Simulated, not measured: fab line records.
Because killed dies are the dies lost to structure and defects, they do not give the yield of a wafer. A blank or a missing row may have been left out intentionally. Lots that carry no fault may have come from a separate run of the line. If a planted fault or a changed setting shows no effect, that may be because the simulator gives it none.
Code-filled problem report in 8D (eight disciplines) form    flow n5_finfet    the parts of the form that need people (team, actions taken, sign-off) are left out

1. PROBLEM STATEMENT
Wafers without a fault read 1500.1 rpm, standard deviation 1.2; spin_speed_rpm at N5_BEOL_M7_COAT_05 reads a mean of 1550.9 rpm on 6 wafers belonging to 2 lots. Relative to the usual mean, that is a shift of +42 standard deviations.
The step: resist thk 90 nm.
First observed at day 14 02:10: wafer L617.1, on litho_track-05. Wafers with a number at this step in the record: 36, from 12 lots. By rule, "out" or "out of limits" means more than 4 standard deviations away from the usual mean. The rest of the wafers with a number are treated as sound.

2. WHAT IT IS, WHAT IT ISN'T
question                     is                      is not
which readings at this step  spin_speed_rpm          -
which lots                   L617, L621              L600, L602, L603, L604, L605, L607, L608, L609, L611, L613
which wafers of those lots   all that have a number  -
read on which tools          litho_track-05          litho_track-01, litho_track-04
when                         from day 14 02:10       up to then (30 sound wafers)

3. SUSPECTS, AND WHAT RULES EACH OUT
Counting: a tool stays on the suspect list if, at a process step up to the reading, it processed all lots that are out and no sound lot following the first of them.
- litho_track-05 at N5_BEOL_M7_COAT_05 (resist thk 90 nm): kept. Every lot that is out went through it, starting with L617 (day 14 02:10), and after that it ran no sound lot; the last sound lot it ran before then is L608 (day 11 21:04). On those wafers its own readings are out: spin_speed_rpm.
Remaining after the count: litho_track-05 at N5_BEOL_M7_COAT_05.

4. THE CAUSE (what the simulator had put in)
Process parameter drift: litho_track-05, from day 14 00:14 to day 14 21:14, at N5_BEOL_M7_COAT_05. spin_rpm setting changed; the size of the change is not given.
The count eliminated every tool but this one.

5. THE EFFECT CHAIN, in route order
Each row: a reading where the mean over the struck wafers with a number is more than 3 standard deviations away from the usual. Only readings whose record carries a usual standard deviation are examined. hours: median over the lots of the time between each lot's start at the first step of this table that gives one and its start at this step. sigmas: the change, counted in usual standard deviations.
hours  step                reading         usual       on struck wafers  change  sigmas
0      N5_BEOL_M7_COAT_05  spin_speed_rpm  1500.1 rpm  1550.9            +50.8   +42
Its process steps:
- N5_BEOL_M7_COAT_05: resist thk 90 nm.

6. WHAT WOULD HAVE CAUGHT IT SOONER
2 hours passed between the start of the fault at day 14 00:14 and the first reading out of limits in this record, taken at day 14 02:10.
